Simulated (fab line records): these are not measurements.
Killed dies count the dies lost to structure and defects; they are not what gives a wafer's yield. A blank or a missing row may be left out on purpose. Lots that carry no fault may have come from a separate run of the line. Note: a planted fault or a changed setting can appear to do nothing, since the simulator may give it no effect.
The same fault as seen by 2 desks ; flow nand_harc ; what lay behind the numbers comes last; until then each desk has only its own

FOR THE TOOL OWNER'S DESK: pecvd_onon-01
The tool's own readings at NHARC_A_ONON_D1_DEP_06 (target thk 1000 nm): means of the sampled wafers that have a number, for each lot that ran on this tool. Marked OUT: a lot whose mean sits more than 4 standard deviations from the usual mean, which makes it out of limits; the brackets give that distance.
Columns: A = sih4_flow_sccm at NHARC_A_ONON_D1_DEP_06, usual 210.0 sccm
lot;first seen here;A
L113;day 8 01:09;210.2
L114;day 8 07:25;210.4
L119;day 9 19:44;210.4
L123;day 10 19:38;209.9
Finding of this desk: none of the 4 lots has anything out of limits.

AT THE METROLOGY DESK
What the gauges read for every lot (on any tool): the sampled wafers with a number, averaged. Marked OUT: a lot whose mean sits more than 4 standard deviations from the usual mean, which makes it out of limits; the brackets give that distance.
Columns: A = thk_nm at NHARC_A_ONON_D1_THK_MEAS_02, usual 1003 nm; B = thk_nm at NHARC_A_ONON_D1_THK_MEAS_05, usual 1001 nm; C = thk_nm at NHARC_A_ONON_D1_THK_MEAS_08, usual 999 nm; D = thk_nm at NHARC_A_ONON_D1_THK_MEAS_30, usual 999 nm
lot;first seen here;A;B;C;D
L111;day 7 07:09;994;1005;997;997
L113;day 8 00:31;1008;1015;1026;986
L112;day 8 00:32;995;1009;996;975
L114;day 8 06:47;1009;996;994;1009
L116;day 8 10:06;1025;1007;1005;1002
L119;day 9 19:07;992;1011;996;1000
L123;day 10 19:01;981;992;1026;1000
L127;day 11 14:52;990;1004;1002;990
L128;day 12 00:40;1018;990;991;1003
L131;day 12 16:29;1009;1012;1008;1005
L132;day 12 16:30;1006;1000;996;1004
L133;day 12 21:48;1003;997;1017;1001
L134;day 13 08:48;1019;1000;992;1002
Finding of this desk: none of the 13 lots has anything out of limits.

ALL TOGETHER
Nothing out of limits was seen by the tool owner's desk.
At the metrology desk, nothing out of limits was observed.

WHAT WAS PUT IN BY THE SIMULATOR
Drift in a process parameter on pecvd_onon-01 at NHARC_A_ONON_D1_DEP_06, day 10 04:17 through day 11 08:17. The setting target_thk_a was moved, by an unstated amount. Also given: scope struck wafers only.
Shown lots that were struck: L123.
